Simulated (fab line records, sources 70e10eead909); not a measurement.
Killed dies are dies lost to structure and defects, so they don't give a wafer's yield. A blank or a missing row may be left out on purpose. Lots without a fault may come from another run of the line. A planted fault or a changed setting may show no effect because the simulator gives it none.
Chamber matching | flow nand_harc | NHARC_HYBRID_BOND_ACTIVATE_00 on rie_diel-09: 4 sister chambers
The step chemistry N2, time 60 s. 8 wafers are shown with their chamber, then 11 later ones without.

WAFERS WITH THEIR CHAMBER
wafer  | chamber | drypump_motor_current_A (A) | oes_product_au (a.u.)
L601.3 | 0       | 5.4                         | 1.023
L603.2 | 0       | 5.3                         | 1.033
L607.2 | 2       | 5.3                         | 1.002
L607.5 | 2       | 5.3                         | 1.004
L609.3 | 3       | 5.4                         | 1.013
L609.4 | 1       | 4.9                         | 0.983
L609.5 | 1       | 4.9                         | 0.985
L610.1 | 3       | 5.4                         | 1.016

WAFERS WITHOUT THEIR CHAMBER
wafer  | drypump_motor_current_A (A) | oes_product_au (a.u.)
L610.4 | 4.9                         | 0.985
L610.6 | 5.3                         | 1.008
L613.2 | 4.9                         | 0.985
L613.4 | 5.3                         | 1.017
L613.6 | 5.3                         | 1.017
L621.2 | 5.3                         | 1.013
L621.3 | 4.9                         | 1.000
L621.5 | 4.9                         | 0.988
L622.1 | 5.3                         | 1.000
L622.2 | 5.3                         | 1.003
L622.3 | 4.9                         | 0.992

WHICH CHAMBER EACH WENT THROUGH
wafer  | from the rows above          | in truth
L610.4 | 1                            | 1
L610.6 | can't be placed: 2 or 3      | 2
L613.2 | 1                            | 1
L613.4 | can't be placed: 3 or 0 or 2 | 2
L613.6 | can't be placed: 3 or 0 or 2 | 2
L621.2 | can't be placed: 2 or 3 or 0 | 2
L621.3 | 1                            | 1
L621.5 | 1                            | 1
L622.1 | 2                            | 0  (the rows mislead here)
L622.2 | 2                            | 2
L622.3 | 1                            | 1
Placed correctly: 6 of 11. Can't be placed from these rows: 4 (the true chamber is among the candidates in 4). Placed wrongly: 1.
How it was worked out, from the rows above alone: a wafer's distance from a chamber is the root of the sum, over the readings, of the square of ((its reading less the chamber's mean) divided by the reading's scatter). The wafer belongs to the nearest chamber; if the next one is less than 2 further off, it can't be placed. A chamber's mean is the mean of its shown wafers. The scatter: the root of (the sum of the squares of (reading less its chamber's mean) over the shown wafers, divided by (wafers less chambers)).
